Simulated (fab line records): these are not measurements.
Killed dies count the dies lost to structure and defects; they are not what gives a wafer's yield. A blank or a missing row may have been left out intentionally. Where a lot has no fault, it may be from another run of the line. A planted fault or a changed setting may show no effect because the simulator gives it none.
The tool behind it: which one?	flow nand_harc	14 lots, 42 wafers sampled, at 4 steps of a route of 1302

== WHAT THE GAUGES SHOWED, per wafer ==
The record lacks any reading of a measuring or inspecting step that a usual standard deviation could be used to judge.

== EACH LOT AND THE TOOL THAT RAN IT (in order: tool; ch and the chambers of the sampled wafers; start) ==
lot	NHARC_A_CONTACT_ETCH_78	NHARC_A_CONTACT_ETCH_128	NHARC_A_CONTACT_ETCH_131	NHARC_A_CONTACT_ETCH_91
L568	rie_diel-13 ch 0,1, day 22 03:30 or earlier	har_cap_etch-03 ch 0,1, day 22 03:30	har_cap_etch-03 ch 0,1, day 22 04:01	rie_diel-11 ch 0,2,3, day 22 05:44
L571	rie_diel-11 ch 0,1,3, day 23 00:11 or earlier	har_cap_etch-03 ch 0,1, day 23 00:11	har_cap_etch-03 ch 0,1, day 23 00:44	rie_diel-02 ch 1, day 23 01:52
L570	rie_diel-13 ch 0,1, day 23 03:20 or earlier	har_cap_etch-02 ch 0,1, day 23 03:20	har_cap_etch-02 ch 0,1, day 23 04:02	rie_diel-11 ch 0,2,3, day 23 05:25
L574	rie_diel-11 ch 1,2,3, day 25 03:55 or earlier	har_cap_etch-02 ch 0,1, day 25 03:55	har_cap_etch-02 ch 0,1, day 25 04:26	rie_diel-11 ch 0,3, day 25 05:36
L576	rie_diel-11 ch 0,1, day 25 05:30 or earlier	har_cap_etch-03 ch 0, day 25 05:30	har_cap_etch-03 ch 0, day 25 06:01	rie_diel-02 ch 1,3, day 25 07:10
L575	rie_diel-02 ch 2,3, day 25 20:52 or earlier	har_cap_etch-01 ch 0,1, day 25 20:52	har_cap_etch-01 ch 0,1, day 25 21:23	rie_diel-11 ch 2,3, day 25 22:32
L577	rie_diel-11 ch 0,1,2, day 25 23:17 or earlier	har_cap_etch-02 ch 0,1, day 25 23:17	har_cap_etch-02 ch 0,1, day 25 23:49	rie_diel-11 ch 0,1,3, day 26 00:58
L579	rie_diel-02 ch 0,1, day 26 00:22 or earlier	har_cap_etch-01 ch 0,1, day 26 00:22	har_cap_etch-01 ch 0,1, day 26 00:54	rie_diel-02 ch 0,1,2, day 26 01:59
L578	rie_diel-11 ch 2,3, day 26 08:09 or earlier	har_cap_etch-02 ch 0,1, day 26 08:09	har_cap_etch-02 ch 0,1, day 26 08:41	rie_diel-02 ch 1,3, day 26 09:50
L580	rie_diel-02 ch 0,1,3, day 26 17:49 or earlier	har_cap_etch-02 ch 0,1, day 26 17:49	har_cap_etch-02 ch 0,1, day 26 18:21	rie_diel-11 ch 0,1,2, day 26 19:26
L581	rie_diel-11 ch 2,3, day 27 01:50 or earlier	har_cap_etch-02 ch 0,1, day 27 01:50	har_cap_etch-02 ch 0,1, day 27 02:22	rie_diel-11 ch 1,2, day 27 03:29
L582	rie_diel-11 ch 1,3, day 27 17:50 or earlier	har_cap_etch-03 ch 0,1, day 27 17:50	har_cap_etch-03 ch 0,1, day 27 18:22	rie_diel-11 ch 2,3, day 27 19:31
L583	rie_diel-02 ch 1,2, day 27 21:16 or earlier	har_cap_etch-01 ch 0,1, day 27 21:16	har_cap_etch-01 ch 0,1, day 27 21:49	rie_diel-11 ch 0,2,3, day 27 22:58
L591	rie_diel-11 ch 1,2,3, day 30 19:30 or earlier	har_cap_etch-01 ch 0,1, day 30 19:30	har_cap_etch-01 ch 0,1, day 30 20:02	rie_diel-02 ch 1,2,3, day 30 21:10
- NHARC_A_CONTACT_ETCH_78: etches the open film in O2/COS, target depth 5300 nm, time 1378 s.
- NHARC_A_CONTACT_ETCH_128: etches the open film in C4F8/O2/Ar, time 197 s, target depth 1918 nm.
- NHARC_A_CONTACT_ETCH_131: etches the open film in C4F8/O2/Ar, time 197 s, target depth 1918 nm.
- NHARC_A_CONTACT_ETCH_91: etches the open film in CH3F/O2, target depth 40 nm, time 85.7 s.

== AS READ BY THE TOOLS THEMSELVES (means over the sampled wafers that have a number; for cases with no such wafer, the mark the record gives instead) ==
NHARC_A_CONTACT_ETCH_78.
lot	tool	drypump_motor_current_A (A)	oes_product_au (a.u.)	rf_vpp_V (V)	showerhead_plenum_p_Torr (Torr)	throttle_valve_pct (%)
L568	rie_diel-13	5.9	0.995	316.5	3.29	28.329
L571	rie_diel-11	5.9	0.993	316.7	3.28	28.333
L570	rie_diel-13	5.9	0.995	316.4	3.29	28.335
L574	rie_diel-11	5.8	0.980	314.0	3.15	28.337
L576	rie_diel-11	5.8	0.979	318.1	3.36	28.326
L575	rie_diel-02	5.2	0.991	313.6	3.05	28.335
L577	rie_diel-11	5.8	0.982	316.4	3.22	28.332
L579	rie_diel-02	6.2	1.004	316.1	3.25	28.335
L578	rie_diel-11	5.8	0.982	312.9	3.01	28.325
L580	rie_diel-02	5.7	0.992	315.2	3.20	28.325
L581	rie_diel-11	5.8	1.006	312.7	3.01	28.330
L582	rie_diel-11	5.8	0.994	316.0	3.28	28.319
L583	rie_diel-02	5.4	0.988	313.4	3.13	28.328
L591	rie_diel-11	5.8	0.985	314.2	3.13	28.328

NHARC_A_CONTACT_ETCH_91.
lot	tool	drypump_motor_current_A (A)	oes_product_au (a.u.)	rf_vpp_V (V)	showerhead_plenum_p_Torr (Torr)	throttle_valve_pct (%)
L568	rie_diel-11	5.8	0.92	244.9	2.48	20.670
L571	rie_diel-02	5.7	0.92	245.4	2.64	20.667
L570	rie_diel-11	5.9	0.92	244.7	2.48	20.666
L574	rie_diel-11	5.9	0.91	244.6	2.52	20.663
L576	rie_diel-02	5.3	0.98	244.0	2.50	20.663
L575	rie_diel-11	5.8	0.91	244.0	2.41	20.660
L577	rie_diel-11	5.9	0.92	246.5	2.58	20.670
L579	rie_diel-02	5.8	0.92	244.9	2.52	20.655
L578	rie_diel-02	5.5	0.99	246.3	2.56	20.664
L580	rie_diel-11	5.8	0.99	245.0	2.54	20.656
L581	rie_diel-11	5.7	0.91	243.1	2.44	20.662
L582	rie_diel-11	5.8	0.74	243.2	2.37	20.667
L583	rie_diel-11	5.9	0.75	245.0	2.47	20.657
L591	rie_diel-02	5.4	0.92	244.2	2.47	20.663

== THE ANSWER, worked out from the rows above alone ==
Rule: usual is defined by the lots themselves. Put in order of their means at a reading, lots are off if they are a third of the lots or fewer, leave a main group of 4 or more, and stand apart from it by a gap of 3 or more times the standard deviation of the main group's means; of several such gaps the widest counts. If all means in a main group match to the digits the tables above print for the reading, that group is not used. Also off: a lot with no number at a reading for which 4 or more lots have one. Where the step has rows for the other lots, those lots are counted as sound. The gauges are gone through in route order, then the tools' own readings, and for those a lot's mean is taken as printed above. At the first step where some lot is off, the reading lying furthest off is the one used; lots without a number count as furthest.
Off, at NHARC_A_CONTACT_ETCH_91 on oes_product_au: L582, L583. Mean 0.93 a.u. and standard deviation 0.031 in the main group.
If a tool, at that step or one of the process steps before it, ran each lot that is off and ran no sound lot following the first of them, it fits. Because NHARC_A_CONTACT_ETCH_78 lacks a start for some lots, the hours and order of its lots are taken from NHARC_A_CONTACT_ETCH_128. One fits: NHARC_A_CONTACT_ETCH_91 on rie_diel-11. Its last sound lot is L581 (day 27 03:29), its first lot that is off L582 (day 27 19:31): a fault that began between those two fits.
On the lots that are off, the tool's own readings at NHARC_A_CONTACT_ETCH_91 differ by more than 5 times the standard deviation of the sound lots' means, which bears it out; oes_product_au reads 0.74 a.u. there versus 0.93 a.u. on the sound lots.

== WHAT THE SIMULATOR PUT IN ==
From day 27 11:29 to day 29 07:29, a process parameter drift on rie_diel-11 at NHARC_A_CONTACT_ETCH_91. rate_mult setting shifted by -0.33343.
Struck lots among those shown: L582, L583. The rule above found the same.
